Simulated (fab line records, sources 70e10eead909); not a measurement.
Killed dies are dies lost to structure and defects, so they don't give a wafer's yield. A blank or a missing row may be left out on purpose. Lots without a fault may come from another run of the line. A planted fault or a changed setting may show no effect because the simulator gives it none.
Tool commonality check | flow nand_harc | 13 lots, 39 wafers sampled

WHY IT WAS OPENED
At NHARC_A_ONON_D1_THK_MEAS_24 the reading thk_nm is flagged on 2 of 13 lots. Wafers without a fault read 999 nm, standard deviation 9.
Rule: a lot is flagged when every wafer of it that has a number lies more than 4 standard deviations from that mean, or none has a number. The other lots count as sound.

lot  | measured     | on            | thk_nm (nm), wafer by wafer | flag
L645 | day 8 12:05  | film_metro-01 | 1017 1015 1015              |
L646 | day 8 21:20  | film_metro-01 | 1000 1000 1000              |
L647 | day 9 01:40  | film_metro-02 | 1004 1005 1003              |
L648 | day 9 17:09  | film_metro-01 | 997 997 995                 |
L651 | day 10 13:50 | film_metro-02 | 1016 1015 1017              |
L652 | day 11 06:12 | film_metro-01 | 1006 1006 1006              |
L657 | day 12 23:48 | film_metro-02 | 998 999 998                 |
L656 | day 12 23:48 | film_metro-01 | 994 994 996                 |
L661 | day 14 18:40 | film_metro-02 | 985 985 986                 |
L663 | day 15 13:18 | film_metro-01 | 1462 1465 1464              | FLAGGED
L664 | day 15 23:25 | film_metro-02 | 1461 1461 1461              | FLAGGED
L665 | day 16 23:53 | film_metro-01 | 997 996 997                 |
L668 | day 17 22:13 | film_metro-02 | 996 996 996                 |
The numbers of the flagged lots are 1462 nm on average: +463 nm against the usual, or +51 standard deviations.

WHICH TOOL RAN EACH LOT
The record holds 2 process steps before the reading, out of a route of 1302 steps. In each cell: the tool, then ch and the chambers that the sampled wafers went through, then the start.
lot  | flag    | NHARC_A_ZERO_WELL_DESCUM_12        | NHARC_A_ONON_D1_DEP_22
L645 |         | rie_diel-13 ch 0,1,3, day 7 02:08  | pecvd_onon-03 ch 0, day 8 11:35
L646 |         | rie_diel-09 ch 0,1,2, day 7 08:50  | pecvd_onon-04 ch 0, day 8 20:53
L647 |         | rie_diel-03 ch 0,1, day 7 15:27    | pecvd_onon-03 ch 0, day 9 01:12
L648 |         | rie_diel-09 ch 0,1, day 8 02:11    | pecvd_onon-04 ch 0, day 9 16:38
L651 |         | rie_diel-03 ch 0,2, day 9 04:59    | pecvd_onon-04 ch 0, day 10 13:19
L652 |         | rie_diel-03 ch 1,2,3, day 9 21:04  | pecvd_onon-04 ch 0, day 11 05:41
L657 |         | rie_diel-13 ch 0,1,3, day 11 16:34 | pecvd_onon-04 ch 0, day 12 23:17
L656 |         | rie_diel-09 ch 0,1,2, day 11 13:56 | pecvd_onon-03 ch 0, day 12 23:18
L661 |         | rie_diel-09 ch 2,3, day 13 09:46   | pecvd_onon-02 ch 0, day 14 18:09
L663 | FLAGGED | rie_diel-03 ch 0,1, day 14 04:11   | pecvd_onon-03 ch 0, day 15 12:47
L664 | FLAGGED | rie_diel-13 ch 0,1,2, day 14 13:49 | pecvd_onon-03 ch 0, day 15 22:58
L665 |         | rie_diel-03 ch 0,1,2, day 15 03:29 | pecvd_onon-04 ch 0, day 16 23:29
L668 |         | rie_diel-13 ch 0,2,3, day 16 10:17 | pecvd_onon-04 ch 0, day 17 21:43
What these steps do:
- NHARC_A_ZERO_WELL_DESCUM_12: chemistry O2, time 3 s.
- NHARC_A_ONON_D1_DEP_22: target thk 1000 nm.
- NHARC_A_ONON_D1_THK_MEAS_24: measures by ellipsometry.

FLAGGED OVER TOTAL, TOOL BY TOOL (the gauges that took the reading come last)
step                        | tool          | lots run | flagged | share of the flagged lots | sound lots run after its first flagged lot
NHARC_A_ZERO_WELL_DESCUM_12 | rie_diel-03   | 5        | 1       | some                      | 1 (L665)
NHARC_A_ZERO_WELL_DESCUM_12 | rie_diel-09   | 4        | 0       | none                      | -
NHARC_A_ZERO_WELL_DESCUM_12 | rie_diel-13   | 4        | 1       | some                      | 1 (L668)
NHARC_A_ONON_D1_DEP_22      | pecvd_onon-02 | 1        | 0       | none                      | -
NHARC_A_ONON_D1_DEP_22      | pecvd_onon-03 | 5        | 2       | all                       | 0
NHARC_A_ONON_D1_DEP_22      | pecvd_onon-04 | 7        | 0       | none                      | -
NHARC_A_ONON_D1_THK_MEAS_24 | film_metro-01 | 7        | 1       | some                      | 1 (L665)
NHARC_A_ONON_D1_THK_MEAS_24 | film_metro-02 | 6        | 1       | some                      | 1 (L668)

WHAT THE TABLE ALLOWS
1 row of the table ran every flagged lot: pecvd_onon-03 at NHARC_A_ONON_D1_DEP_22.
- pecvd_onon-03 at NHARC_A_ONON_D1_DEP_22: 2 of its 5 lots flagged. Its last sound lot is L656 (day 12 23:18), its first flagged lot L663 (day 15 12:47): a fault that began between those two fits.
One tool is left: pecvd_onon-03 at NHARC_A_ONON_D1_DEP_22.

WHAT THE SIMULATOR HAD PUT IN
Process parameter drift: pecvd_onon-03, from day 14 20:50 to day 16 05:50, at NHARC_A_ONON_D1_DEP_22. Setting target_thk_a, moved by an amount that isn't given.
Lots struck among those shown: L663, L664. The rule above found the same.
